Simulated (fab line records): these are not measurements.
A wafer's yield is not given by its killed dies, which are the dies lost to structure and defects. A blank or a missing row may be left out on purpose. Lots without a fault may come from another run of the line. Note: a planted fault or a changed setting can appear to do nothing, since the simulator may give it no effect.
What tool caused it? || flow nand-harc || 6 lots, 17 wafers sampled, at 5 steps of a route of 1302

== WHAT THE GAUGES READ, wafer by wafer ==
NHARC_END_SORT_01.
{"lot": "L926", "measured": "day 27 14:41", "on": "prober-01", "killed-at-array": "20 155 148"}
{"lot": "L929", "measured": "day 29 04:07", "on": "prober-02", "killed-at-array": "126 174"}

== WHICH TOOL RAN EACH LOT (tool, then ch and the chambers of the sampled wafers, then the start) ==
{"lot": "L919", "NHARC_A_BLC_ETCH_18": "rie-diel-12 ch 0,1,2, day 22 20:19", "NHARC_THIN_TSV_ETCH_15": "rie-si-03 ch 0,1, day 24 00:04", "NHARC_THIN_TSV_PRE_CLEAN_50": "pvd-sputter-02, day 24 05:43 or earlier", "NHARC_THIN_TSV_ETCH_36": "rie-metal-03 ch 0,1, day 24 05:43"}
{"lot": "L926", "NHARC_A_BLC_ETCH_18": "rie-diel-13 ch 0,2,3, day 25 18:02", "NHARC_THIN_TSV_ETCH_15": "rie-si-01 ch 1,2,3, day 27 00:34", "NHARC_THIN_TSV_PRE_CLEAN_50": "pvd-sputter-01, day 27 06:06 or earlier", "NHARC_THIN_TSV_ETCH_36": "rie-metal-02 ch 1, day 27 06:06"}
{"lot": "L929", "NHARC_A_BLC_ETCH_18": "rie-diel-13 ch 1,3, day 27 06:50", "NHARC_THIN_TSV_ETCH_15": "rie-si-03 ch 2,3, day 28 13:58", "NHARC_THIN_TSV_PRE_CLEAN_50": "pvd-sputter-01, day 28 19:34 or earlier", "NHARC_THIN_TSV_ETCH_36": "rie-metal-02 ch 1, day 28 19:34"}
{"lot": "L934", "NHARC_A_BLC_ETCH_18": "rie-diel-12 ch 0,3, day 29 23:56", "NHARC_THIN_TSV_ETCH_15": "rie-si-06 ch 0,1,3, day 31 07:07", "NHARC_THIN_TSV_PRE_CLEAN_50": "pvd-sputter-01, day 31 12:40 or earlier", "NHARC_THIN_TSV_ETCH_36": "rie-metal-02 ch 0,1, day 31 12:40"}
{"lot": "L937", "NHARC_A_BLC_ETCH_18": "rie-diel-12 ch 1,2,3, day 30 23:28", "NHARC_THIN_TSV_ETCH_15": "rie-si-01 ch 0,1, day 32 05:47", "NHARC_THIN_TSV_PRE_CLEAN_50": "pvd-sputter-03, day 32 11:32 or earlier", "NHARC_THIN_TSV_ETCH_36": "rie-metal-02 ch 0,1, day 32 11:32"}
{"lot": "L940", "NHARC_A_BLC_ETCH_18": "rie-diel-13 ch 0,1,2, day 31 07:46", "NHARC_THIN_TSV_ETCH_15": "rie-si-06 ch 0,2, day 32 15:04", "NHARC_THIN_TSV_PRE_CLEAN_50": "pvd-sputter-02, day 32 20:59 or earlier", "NHARC_THIN_TSV_ETCH_36": "rie-metal-03 ch 1, day 32 20:59"}
- NHARC_A_BLC_ETCH_18: etches the open film in C4F8/O2/Ar, target depth 910 nm.
- NHARC_THIN_TSV_ETCH_15: target depth 3000 nm, bosch target overetch cycles 2, bosch etch step 2.8 s.
- NHARC_THIN_TSV_PRE_CLEAN_50: time 30 s.
- NHARC_THIN_TSV_ETCH_36: etches the open film in Cl2/BCl3, target depth 65 nm, time 18.571 s.

== THE ANSWER, worked out from the rows above alone ==
Rule: the lots themselves supply what counts as usual. Put in order of their means at a reading, lots are off if they are a third of the lots or fewer, leave a main group of 4 or more, and stand apart from it by a gap of 3 or more times the standard deviation of the main group's means; of several such gaps the widest counts. A main group is skipped when, at the precision printed for the reading in the tables above, its means are all equal. Also off: a lot with no number at a reading for which 4 or more lots have one. Any other lot the step has rows for is counted as sound.
No lot is off at any reading shown: from this, nothing can be told.

== WHAT THE SIMULATOR HAD PUT IN ==
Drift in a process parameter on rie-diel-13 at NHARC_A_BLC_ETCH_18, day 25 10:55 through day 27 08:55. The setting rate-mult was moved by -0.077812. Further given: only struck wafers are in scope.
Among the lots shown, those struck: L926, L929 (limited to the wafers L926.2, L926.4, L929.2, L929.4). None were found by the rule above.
